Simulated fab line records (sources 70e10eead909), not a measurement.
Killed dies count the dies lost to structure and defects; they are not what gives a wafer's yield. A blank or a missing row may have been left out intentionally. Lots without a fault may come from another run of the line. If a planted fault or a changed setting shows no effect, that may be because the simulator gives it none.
Chamber matching    flow nand_harc    rie_diel-07 running NHARC_P_M1_DESCUM_14: 4 sister chambers
The step chemistry O2, time 3 s. 4 wafers are shown with their chamber, then 7 later ones without.

WAFERS, EACH WITH ITS CHAMBER
wafer   chamber  showerhead_plenum_p_Torr (Torr)
L411.1  2        1.79
L423.4  3        1.96
L425.1  1        1.93
L425.2  0        2.04

WAFERS WITH NO CHAMBER GIVEN
wafer   showerhead_plenum_p_Torr (Torr)
L425.6  2.04
L426.1  2.04
L426.5  1.93
L426.6  2.04
L430.1  1.95
L430.4  2.04
L430.6  2.04

EACH ONE'S CHAMBER
wafer   from the rows above  in truth
L425.6  0                    0
L426.1  0                    0
L426.5  1                    1
L426.6  0                    0
L430.1  3                    3
L430.4  0                    0
L430.6  0                    0
Placed correctly: 7 of 7. Number that these rows cannot place: 0. Number placed wrongly: 0.
How it was worked out, from the rows above alone: a wafer's distance from a chamber is the root of the sum, over the readings, of the square of ((its reading less the chamber's mean) divided by the reading's scatter). The wafer belongs to the nearest chamber; if the next one is less than 2 further off, it can't be placed. A chamber's mean is the mean of its shown wafers. The scatter: root of mean squared gap, hidden wafer to nearest shown wafer, with one shown wafer a chamber.
